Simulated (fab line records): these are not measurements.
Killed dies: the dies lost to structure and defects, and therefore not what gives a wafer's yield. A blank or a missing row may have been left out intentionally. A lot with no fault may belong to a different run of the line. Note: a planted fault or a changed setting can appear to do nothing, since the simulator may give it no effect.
fab line records | flow n5-finfet
record: lots: 9 | wafers: 27 | last-day: 18
route steps=1938 shown HKMG_FIN@441 GATE_CUT@465 BEOL_M4@1111 PASSIVATION@1936
lots that met no fault: from a run of the same line without faults
start-h: the number of hours between the record's first day and the start of the first shown wafer of the lot | wait-h: hours from the lot's prior step to this one | " repeats the value in the row above | L1.1+2: a single row standing in for several wafers | - no value present, or no start provided | * or withheld: withheld | < > ~ a bound
route shown NAME@n: a module of which the file shows steps, and the number in the route of the first | usual: average and standard deviation across the fault-free wafers | same: alike in all rows | chamber/n: place in a boat | sites: the reading at each site | _std_site: how widely they spread, as a standard deviation | _edge_site: inner sites' mean taken away from outer sites' mean | radius-mm: how far each site lies from the wafer's centre | mask NAME#n: copy n | behind: the last tool/chamber to shape the wafer | hold: cause of the lot's hold/its duration in hours/its outcome | device: the n, p or np transistor that did not switch | end of line: the same wafers' tests at the end of the route | step lacking rows: just its recipe | killed: dies lost to structure and defects at the first sort, not the wafer's yield | map: a wafer's dies, x killed, . not, _ none there
set.NAME: the run value of the setting; set.NAME@STEP: its run value at that earlier step | model.NAME: the simulator's own value behind a step, which no gauge read
the route's steps for a sample of lots (tables are steps, rows are wafers)
services: when a tool's chamber went out of use (start-h, in hours from the record's first day, below 0 if earlier), for how many hours, and the reason
== steps ==
step: N5_HKMG_FIN_STRIP_19
recipe: chemistry: N2/H2 | power-w: 2500 | temp-c: 300 | h2-frac: 0.65 | time-s: 360 | pressure-mtorr: withheld | n2-flow-sccm: 1750 | h2-flow-sccm: 3250
usual: drypump-motor-current-A: 5.4/0.47 | heater-power-w: 468/32
lot.wafer | tool            | chamber | start-h | wait-h | drypump-motor-current-A | heater-power-w | rf-hours-counter-h
L827.1    | plasma-asher-02 | 0       | 73.38   | 0.0    | 5.7                     | 415            | 86
L827.2    | "               | 1       | "       | "      | 5.0                     | 479            | 86
L827.3    | "               | 1       | "       | "      | 5.0                     | 471            | -
L829.1    | plasma-asher-01 | 1       | 86.42   | 0.0    | 5.9                     | 491            | 40
L829.3    | "               | 1       | "       | "      | 5.9                     | 499            | -
L829.4    | "               | 0       | "       | "      | 5.0                     | 454            | -
L831.3    | plasma-asher-02 | 0       | 100.50  | 0.1    | 5.7                     | 425            | -
L831.4    | "               | 1       | "       | "      | 5.0                     | 488            | -
L831.6    | "               | 1       | "       | "      | 5.0                     | 496            | -
L832.2    | plasma-asher-02 | 0       | 103.45  | 0.0    | 5.7                     | 429            | 91
L832.3    | "               | 0       | "       | "      | 5.7                     | 428            | -
L832.4    | "               | 1       | "       | "      | 5.0                     | 489            | -
L835.1    | plasma-asher-01 | 0       | 121.05  | 0.0    | 5.0                     | 451            | 47
L835.4    | "               | 1       | "       | "      | 6.0                     | 497            | -
L835.5    | "               | 1       | "       | "      | 6.0                     | 503            | -
L839.1    | plasma-asher-02 | 0       | 147.57  | 0.0    | 5.7                     | 418            | 99
L839.4    | "               | 0       | "       | "      | 5.7                     | 411            | -
L839.5    | "               | 1       | "       | "      | 5.0                     | 492            | -
L846.3    | plasma-asher-01 | 1       | 192.18  | 0.1    | 6.0                     | 505            | -
L846.4    | "               | 0       | "       | "      | 4.9                     | 459            | -
L846.6    | "               | 0       | "       | "      | 4.9                     | 455            | -
L849.1    | plasma-asher-01 | 1       | 207.67  | 0.0    | 6.0                     | 511            | 65
L849.2    | "               | 0       | "       | "      | 4.9                     | 471            | 65
L849.5    | "               | 0       | "       | "      | 4.9                     | 461            | -
L850.1    | plasma-asher-01 | 0       | 214.89  | 0.0    | 5.0                     | 458            | 66
L850.4    | "               | 0       | "       | "      | 4.9                     | 456            | -
L850.6    | "               | 0       | "       | "      | 4.9                     | 448            | -
step: N5_HKMG_FIN_INSPECT_28
recipe: inspect-instrument: darkfield | mode: post-cmp
usual: raw-defect-count: 39/15
lot.wafer | tool              | chamber | start-h | wait-h | raw-defect-count
L827.1    | defect-inspect-02 | -       | 77.52   | 0.0    | 41
L827.2    | "                 | -       | "       | "      | 56
L827.3    | "                 | -       | "       | "      | 47
L829.1    | defect-inspect-01 | -       | 90.22   | 0.0    | 39
L829.3    | "                 | -       | "       | "      | 37
L829.4    | "                 | -       | "       | "      | 23
L831.3    | defect-inspect-02 | -       | 104.33  | 0.0    | 34
L831.4    | "                 | -       | "       | "      | 28
L831.6    | "                 | -       | "       | "      | 41
L832.2    | defect-inspect-02 | -       | 107.24  | 0.0    | 41
L832.3    | "                 | -       | "       | "      | 20
L832.4    | "                 | -       | "       | "      | 32
L835.1    | defect-inspect-01 | -       | 124.99  | 0.0    | 39
L835.4    | "                 | -       | "       | "      | 37
L835.5    | "                 | -       | "       | "      | 42
L839.1    | defect-inspect-02 | -       | 151.36  | 0.0    | 29
L839.4    | "                 | -       | "       | "      | 40
L839.5    | "                 | -       | "       | "      | 33
L846.3    | defect-inspect-01 | -       | 196.10  | 0.0    | 37
L846.4    | "                 | -       | "       | "      | 27
L846.6    | "                 | -       | "       | "      | 48
L849.1    | defect-inspect-02 | -       | 211.45  | 0.0    | 28
L849.2    | "                 | -       | "       | "      | 49
L849.5    | "                 | -       | "       | "      | 32
L850.1    | defect-inspect-02 | -       | 218.67  | 0.0    | 74
L850.4    | "                 | -       | "       | "      | 39
L850.6    | "                 | -       | "       | "      | 39
step: N5_GATE_CUT_ETCHBACK_00
recipe: chemistry: SF6/Cl2 | target: W | pressure-mtorr: 8 | icp-w: 900 | bias-w: 80 | SF6_flow_sccm: 40 | Cl2_flow_sccm: 60
usual: SF6_flow_sccm: 40.01/0.13 | bias-w: 80.01/0.26 | drypump-motor-current-A: 5.7/0.34 | oes-product-au: 0.76/0.13 | throttle-valve-pct: 27.55/0.17
lot.wafer | tool         | chamber | start-h | wait-h | SF6_flow_sccm | bias-w | drypump-motor-current-A | oes-product-au | rf-hours-counter-h | throttle-valve-pct
L827.1    | rie-metal-02 | 0       | 77.55   | 0.0    | 40.22         | 79.71  | 5.3                     | 0.76           | 38                 | 27.74
L827.2    | "            | 1       | "       | "      | 39.99         | 79.87  | 5.7                     | 0.58           | 134                | 27.74
L827.3    | "            | 0       | "       | "      | 40.28         | 79.62  | 5.3                     | 0.77           | -                  | 27.76
L829.1    | rie-metal-03 | 0       | 90.26   | 0.0    | 39.88         | 79.80  | 5.5                     | 0.77           | 49                 | 27.65
L829.3    | "            | 0       | "       | "      | 40.00         | 80.09  | 5.5                     | 0.78           | -                  | 27.67
L829.4    | "            | 1       | "       | "      | 39.91         | 79.89  | 5.7                     | 0.97           | -                  | 27.36
L831.3    | rie-metal-02 | 1       | 104.41  | 0.1    | 39.88         | 80.05  | 5.7                     | 0.58           | -                  | 27.75
L831.4    | "            | 0       | "       | "      | 40.14         | 79.81  | 5.3                     | 0.76           | -                  | 27.75
L831.6    | "            | 1       | "       | "      | 39.97         | 79.78  | 5.7                     | 0.59           | -                  | 27.74
L832.2    | rie-metal-01 | 1       | 107.31  | 0.1    | 40.00         | 79.93  | 6.2                     | 0.65           | -                  | 27.37
L832.3    | "            | 1       | "       | "      | 39.97         | 80.35  | 6.2                     | 0.65           | -                  | 27.37
L832.4    | "            | 1       | "       | "      | 40.20         | 79.85  | 6.2                     | 0.65           | -                  | 27.38
L835.1    | rie-metal-02 | 0       | 125.02  | 0.0    | 40.10         | 80.45  | 5.3                     | 0.76           | 42                 | 27.75
L835.4    | "            | 1       | "       | "      | 40.14         | 79.64  | 5.7                     | 0.57           | -                  | 27.76
L835.5    | "            | 1       | "       | "      | 40.12         | 79.93  | 5.7                     | 0.57           | -                  | 27.75
L839.1    | rie-metal-03 | 0       | 151.40  | 0.0    | 39.92         | 80.17  | 5.5                     | 0.77           | 54                 | 27.68
L839.4    | "            | 1       | "       | "      | 40.04         | 79.70  | 5.6                     | 0.91           | -                  | 27.39
L839.5    | "            | 0       | "       | "      | 39.90         | 79.70  | 5.5                     | 0.76           | -                  | 27.66
L846.3    | rie-metal-01 | 1       | 196.17  | 0.1    | 40.26         | 80.10  | 6.2                     | 0.63           | -                  | 27.37
L846.4    | "            | 0       | "       | "      | 39.80         | 79.88  | 6.1                     | 0.91           | -                  | 27.45
L846.6    | "            | 0       | "       | "      | 39.86         | 79.98  | 6.1                     | 0.92           | -                  | 27.46
L849.1    | rie-metal-02 | 1       | 211.49  | 0.0    | -             | -      | -                       | -              | -                  | -
L849.2    | "            | 0       | "       | "      | -             | -      | -                       | -              | -                  | -
L849.5    | "            | 1       | "       | "      | -             | -      | -                       | -              | -                  | -
L850.1    | rie-metal-01 | 1       | 218.71  | 0.0    | -             | -      | -                       | -              | -                  | -
L850.4    | "            | 0       | "       | "      | -             | -      | -                       | -              | -                  | -
L850.6    | "            | 0       | "       | "      | -             | -      | -                       | -              | -                  | -
step: N5_GATE_CUT_STRIP_59
recipe: chemistry: N2/H2 | time-s: 20 | power-w: 100 | temp-c: 40 | pressure-mtorr: 100 | rf-frequency-hz: 6e+07 | bias-power-w: 3 | n2-flow-sccm: 300 | h2-flow-sccm: 300
usual: drypump-motor-current-A: 5.8/0.35 | oes-product-au: 0.79/0.085 | rf-vpp-V: 45.3/0.87 | showerhead-plenum-p-Torr: 3.37/0.13 | throttle-valve-pct: 12.23/0.23
lot.wafer | tool        | chamber | start-h | wait-h | drypump-motor-current-A | oes-product-au | rf-hours-counter-h | rf-vpp-V | showerhead-plenum-p-Torr | throttle-valve-pct
L827.1    | rie-diel-06 | 3       | 77.94   | 0.1    | 5.3                     | 0.70           | 235                | 43.9     | 3.19                     | 12.25
L827.2    | "           | 0       | "       | "      | 5.7                     | 0.84           | 77                 | 46.2     | 3.56                     | 12.21
L827.3    | "           | 2       | "       | "      | 5.9                     | 0.75           | 134                | 43.9     | 3.26                     | 12.50
L829.1    | rie-diel-02 | 1       | 90.65   | 0.1    | 6.4                     | 0.82           | 72                 | 46.3     | 3.57                     | 12.38
L829.3    | "           | 3       | "       | "      | 5.5                     | 0.77           | 131                | 42.9     | 3.38                     | 12.27
L829.4    | "           | 0       | "       | "      | 5.4                     | 0.71           | 210                | 46.0     | 3.47                     | 12.29
L831.3    | rie-diel-05 | 2       | 104.76  | 0.1    | 6.1                     | 0.73           | 182                | 46.3     | 3.49                     | 11.99
L831.4    | "           | 0       | "       | "      | 6.1                     | 0.76           | 141                | 46.0     | 3.38                     | 12.22
L831.6    | "           | 0       | "       | "      | 6.2                     | 0.75           | -                  | 45.6     | 3.38                     | 12.21
L832.2    | rie-diel-02 | 3       | 107.93  | 0.1    | 5.5                     | 0.77           | 137                | 45.3     | 3.38                     | 12.28
L832.3    | "           | 0       | "       | "      | 5.4                     | 0.72           | 215                | 45.5     | 3.47                     | 12.30
L832.4    | "           | 1       | "       | "      | 6.4                     | 0.82           | 77                 | 45.3     | 3.57                     | 12.38
L835.1    | rie-diel-06 | 0       | 125.42  | 0.1    | 5.8                     | 0.83           | 90                 | 45.3     | 3.55                     | 12.24
L835.4    | "           | 1       | "       | "      | 6.0                     | 0.77           | 118                | 45.8     | 3.14                     | 12.48
L835.5    | "           | 1       | "       | "      | 6.0                     | 0.78           | -                  | 45.6     | 3.14                     | 12.46
L839.1    | rie-diel-05 | 3       | 151.79  | 0.1    | 5.6                     | 0.97           | 5                  | 45.6     | 3.32                     | 11.99
L839.4    | "           | 2       | "       | "      | 6.1                     | 0.71           | 197                | 45.9     | 3.49                     | 12.03
L839.5    | "           | 2       | "       | "      | 6.0                     | 0.72           | -                  | 45.4     | 3.49                     | 12.04
L846.3    | rie-diel-06 | 1       | 196.55  | 0.1    | 6.0                     | 0.75           | 141                | 44.1     | 3.13                     | 12.53
L846.4    | "           | 0       | "       | "      | 5.8                     | 0.80           | 110                | 44.2     | 3.54                     | 12.28
L846.6    | "           | 1       | "       | "      | 5.9                     | 0.76           | -                  | 45.3     | 3.13                     | 12.50
L849.1    | rie-diel-05 | 3       | 211.88  | 0.1    | 5.6                     | 0.91           | 23                 | 46.2     | 3.32                     | 12.01
L849.2    | "           | 1       | "       | "      | 5.2                     | 0.87           | 33                 | 44.9     | 3.30                     | 12.03
L849.5    | "           | 0       | "       | "      | 6.2                     | 0.72           | -                  | 43.6     | 3.36                     | 12.28
L850.1    | rie-diel-05 | 3       | 219.10  | 0.1    | 5.6                     | 0.91           | 25                 | 45.3     | 3.31                     | 12.01
L850.4    | "           | 0       | "       | "      | 6.1                     | 0.72           | 174                | 45.7     | 3.36                     | 12.30
L850.6    | "           | 2       | "       | "      | 6.0                     | 0.70           | -                  | 45.3     | 3.48                     | 12.06
step: N5_BEOL_M4_RC_MEAS_101
usual: DIBL_N: 36.3/1.6 | DIBL_P: 36.5/1.6 | IOFF_N: 0.163/0.026 | IOFF_P: 0.22/0.033 | ION_N: 676/9.9 | ION_P: 464/6.5 | SS_N: 71.5/0.5 | SS_P: 73.3/0.64 | VT_N: 249.3/2.9 | VT_P: -250/3.2
lot.wafer | tool      | chamber | start-h | wait-h | DIBL_N[mV/V] | DIBL_P[mV/V] | IOFF_N[nA/um] | IOFF_P[nA/um] | ION_N[uA/um] | ION_P[uA/um] | SS_N[mV/dec] | SS_P[mV/dec] | VT_N[mV] | VT_P[mV]
L827.1    | prober-02 | 0       | 178.34  | 0.0    | 32.9         | 32.6         | 0.114         | 0.14          | 671          | 458          | 70.9         | 72.6         | 255.4    | -259
L827.2    | "         | 0       | "       | "      | 35.1         | 35.7         | 0.150         | 0.19          | 669          | 462          | 71.1         | 74.1         | 249.7    | -252
L827.3    | "         | 0       | "       | "      | 33.6         | 34.0         | 0.129         | 0.16          | 661          | 452          | 71.8         | 72.5         | 252.2    | -254
L829.1    | prober-02 | 0       | 200.28  | 0.1    | 36.5         | 35.4         | 0.157         | 0.23          | 674          | 461          | 72.0         | 72.8         | 251.4    | -249
L829.3    | "         | 0       | "       | "      | 38.0         | 37.1         | 0.188         | 0.26          | 685          | 476          | 72.2         | 73.8         | 244.5    | -245
L829.4    | "         | 0       | "       | "      | 35.6         | 34.9         | 0.149         | 0.22          | 695          | 479          | 71.3         | 73.0         | 246.2    | -246
L831.3    | prober-01 | 0       | 206.53  | 0.3    | 36.8         | 37.1         | 0.165         | 0.22          | 687          | 468          | 71.1         | 72.8         | 247.6    | -248
L831.4    | "         | 0       | "       | "      | 37.4         | 37.5         | 0.176         | 0.24          | 699          | 479          | 71.5         | 73.6         | 247.3    | -248
L831.6    | "         | 0       | "       | "      | 37.0         | 37.0         | 0.153         | 0.22          | 674          | 462          | 71.9         | 73.2         | 249.2    | -251
L832.2    | prober-02 | 0       | 208.37  | 0.2    | 36.9         | 37.9         | 0.179         | 0.22          | 673          | 463          | 71.6         | 74.8         | 245.1    | -251
L832.3    | "         | 0       | "       | "      | 37.0         | 38.1         | 0.182         | 0.22          | 688          | 466          | 71.7         | 73.9         | 246.4    | -250
L832.4    | "         | 0       | "       | "      | 35.6         | 36.5         | 0.160         | 0.20          | 697          | 464          | 70.8         | 74.3         | 248.8    | -253
L835.1    | prober-01 | 0       | 235.10  | 0.0    | 34.5         | 35.3         | 0.135         | 0.17          | 670          | 452          | 71.3         | 72.5         | 252.4    | -254
L835.4    | "         | 0       | "       | "      | 34.2         | 35.9         | 0.142         | 0.18          | 682          | 464          | 71.1         | 72.5         | 249.9    | -250
L835.5    | "         | 0       | "       | "      | 33.9         | 34.6         | 0.129         | 0.17          | 674          | 461          | 71.5         | 72.6         | 249.3    | -252
L839.1    | prober-01 | 0       | 260.83  | 0.0    | 37.5         | 35.6         | 0.161         | 0.20          | 663          | 456          | 71.9         | 73.3         | 252.3    | -250
L839.4    | "         | 0       | "       | "      | 34.1         | 32.7         | 0.115         | 0.16          | 668          | 463          | 70.8         | 72.8         | 254.0    | -252
L839.5    | "         | 0       | "       | "      | 36.3         | 35.0         | 0.142         | 0.19          | 655          | 449          | 71.8         | 72.9         | 250.3    | -253
L846.3    | prober-01 | 0       | 307.48  | 0.3    | 33.9         | 34.1         | 0.123         | 0.21          | 676          | 477          | 71.4         | 72.4         | 255.8    | -246
L846.4    | "         | 0       | "       | "      | 34.3         | 34.0         | 0.123         | 0.20          | 665          | 459          | 71.0         | 73.1         | 254.4    | -248
L846.6    | "         | 0       | "       | "      | 34.3         | 33.9         | 0.128         | 0.21          | 663          | 467          | 71.2         | 72.2         | 256.5    | -247
step: N5_PASSIVATION_PROBE_49
usual: defect-limited-yield: 91.2/1.5 | killed_at_M0_to_M3: 32/9.6 | killed_at_M4_up: 13/5.3 | killed-at-contacts: 13/6.7 | killed-at-front-end: 42/11 | killed-at-other: 3.8/2.9 | killed-dies: 103/17 | killed-on-rim: 14/4.4 | killed-open: 67/13 | killed-short: 35/7.9 | sort_bin_5_function: 5.2/0.94 | sort_bin_6_memory: 3.3/0.64 | sort-n-pass: 1077/17 | sort-yield-pct: 91.2/1.5
same: gross-dies: 1180 | killed-at-back-side: 0 | sort_bin_4_leakage[%]: 0 | sort_bin_8_speed[%]: 0
lot.wafer | tool      | chamber | start-h | wait-h | defect-limited-yield[%] | killed_at_M0_to_M3 | killed_at_M4_up | killed-at-contacts | killed-at-front-end | killed-at-other | killed-dies | killed-on-rim | killed-open | killed-short | sort_bin_5_function[%] | sort_bin_6_memory[%] | sort-n-pass | sort-yield-pct[%]
L849.1    | prober-02 | -       | 432.61  | 0.0    | 0                       | 35                 | 9               | 10                 | 1122                | 4               | 1180        | 152           | 58          | 22           | 97.7                   | 2.2                  | 0           | 0
L849.2    | prober-02 | -       | 432.66  | 0.1    | 0                       | 43                 | 12              | 9                  | 1115                | 1               | 1180        | 152           | 69          | 33           | 96.8                   | 3.1                  | 0           | 0
L849.5    | prober-02 | -       | 432.81  | 0.2    | 0                       | 46                 | 7               | 8                  | 1119                | 0               | 1180        | 152           | 57          | 36           | 96.4                   | 3.5                  | 0           | 0
L850.1    | prober-02 | -       | 437.53  | 0.0    | 0                       | 28                 | 11              | 21                 | 1110                | 10              | 1180        | 152           | 81          | 36           | 95.5                   | 4.3                  | 0           | 0
L850.4    | prober-02 | -       | 437.68  | 0.2    | 0                       | 35                 | 15              | 19                 | 1103                | 8               | 1180        | 152           | 95          | 42           | 95.4                   | 4.2                  | 0           | 0
L850.6    | prober-02 | -       | 437.78  | 0.3    | 0                       | 26                 | 8               | 16                 | 1123                | 7               | 1180        | 152           | 61          | 38           | 96.6                   | 3.1                  | 0           | 0
killed by level:class
L849.1 GATE_CUT:area-etchback=1098 BEOL_M3:geometric-particle:open=13 BEOL_M2:geometric-particle:open=10 MOL_CONTACT_COAG:geometric-particle:open=8 STI_FIN_REVEAL:geometric-particle:open=7 BEOL_M0_SAQP:geometric-particle:short=6 DUMMY_GATE:geometric-particle:open=3 STARTING-WAFER:geometric-particle:short=3
L849.2 GATE_CUT:area-etchback=1078 BEOL_M2:geometric-particle:open=13 STI_FIN_REVEAL:geometric-particle:open=12 MOL_CONTACT_COAG:geometric-particle:open=9 BEOL_M1:geometric-particle:short=8 BEOL_M0_SAQP:geometric-particle:open=7 BEOL_M0_SAQP:geometric-particle:short=6 BEOL_M1:geometric-particle:open=5
L849.5 GATE_CUT:area-etchback=1087 BEOL_M0_SAQP:geometric-particle:short=14 BEOL_M2:geometric-particle:open=13 STI_FIN_REVEAL:geometric-particle:open=10 BEOL_M0_SAQP:geometric-particle:open=7 GATE_CUT:geometric-particle:short=6 MOL_CONTACT_COAG:geometric-particle:open=6 FIN_SAQP:geometric-particle:open=4
L850.1 GATE_CUT:area-etchback=1063 MOL_CONTACT_COAG:geometric-particle:open=17 STI_FIN_REVEAL:geometric-particle:open=12 FIN_SAQP:geometric-particle:short=10 BEOL_M3:geometric-particle:open=7 FIN_SAQP:geometric-particle:open=6 BEOL_M1:geometric-particle:open=6 BEOL_M4:geometric-particle:open=6
L850.4 GATE_CUT:area-etchback=1043 STI_FIN_REVEAL:geometric-particle:open=19 MOL_CONTACT_COAG:geometric-particle:open=17 BEOL_M1:geometric-particle:open=14 FIN_SAQP:geometric-particle:short=11 FIN_SAQP:geometric-particle:open=8 BEOL_M0_SAQP:geometric-particle:short=5 BEOL_M2:geometric-particle:open=5
L850.6 GATE_CUT:area-etchback=1081 MOL_CONTACT_COAG:geometric-particle:open=12 STI_FIN_REVEAL:geometric-particle:open=10 FIN_SAQP:geometric-particle:short=8 FIN_SAQP:geometric-particle:open=7 BEOL_M1:geometric-particle:short=7 BEOL_M1:geometric-particle:open=6 GATE_CUT:geometric-particle:short=5
== services ==
tool            | chamber | start-h | hours | kind
rie-diel-02     | -       | 56.32   | 2.8   | pm
rie-diel-05     | 0       | 56.42   | 14.8  | repair
rie-diel-05     | 1       | 74.20   | -     | clean
rie-diel-05     | 1       | 74.20   | -     | consumable-replace:focus-ring
rie-diel-05     | 1       | 74.20   | 19.4  | scheduled-down
rie-diel-05     | 1       | 74.20   | 19.4  | vent-cycle
rie-metal-02    | 0       | 81.29   | 16.5  | repair
rie-metal-01    | 0       | 103.51  | -     | clean
rie-metal-01    | 0       | 103.51  | 27.0  | scheduled-down
rie-diel-05     | 3       | 106.00  | -     | clean
rie-diel-05     | 3       | 106.00  | -     | consumable-replace:focus-ring
rie-diel-05     | 3       | 106.00  | 22.3  | scheduled-down
rie-diel-05     | 3       | 106.00  | 22.3  | vent-cycle
rie-diel-06     | 3       | 106.80  | 1.2   | repair
rie-metal-02    | -       | 108.99  | 2.8   | pm
rie-diel-06     | -       | 110.12  | 0.7   | repair
rie-metal-02    | 1       | 145.23  | -     | clean
rie-metal-02    | 1       | 145.23  | 16.0  | scheduled-down
rie-metal-02    | 1       | 145.23  | 16.0  | vent-cycle
rie-diel-06     | 0       | 151.75  | 8.8   | repair
plasma-asher-02 | -       | 160.82  | 2.8   | pm
rie-diel-06     | 1       | 185.66  | 1.9   | repair
rie-diel-02     | 2       | 186.31  | 1.2   | repair
rie-diel-02     | -       | 211.42  | 0.1   | repair
== key ==
first-sign: step: N5_GATE_CUT_ETCHBACK_00 | reading: tool-record | direction: missing
effect: step: N5_PASSIVATION_PROBE_49 | reading: sort_bin_5_function | direction: up | sigmas: 97 | usual: 5.2 | struck: 96.4
more-kills-born-at: N5_GATE_CUT_ETCHBACK_00@rie-metal-02: 3263 | N5_GATE_CUT_ETCHBACK_00@rie-metal-01: 3187
met-at N5_GATE_CUT_ETCHBACK_00
struck-lots L849,L850
later-rows-left-out L849.1,L849.2,L849.5,L850.1,L850.4,L850.6
not-acting-at N5_HKMG_FIN_STRIP_19,N5_HKMG_FIN_INSPECT_28,N5_GATE_CUT_STRIP_59
onset-between 196.17 211.49
fault: kind: skipped-step-whole | tool: rie-metal-01,rie-metal-02 | chamber: - | onset-h: 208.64 | steps: N5_GATE_CUT_ETCHBACK_00 | scope: struck-lots-only
later-rows-left-out: the simulator's readings of these wafers behind a module that went badly wrong aren't trusted and aren't shown, but for the sort
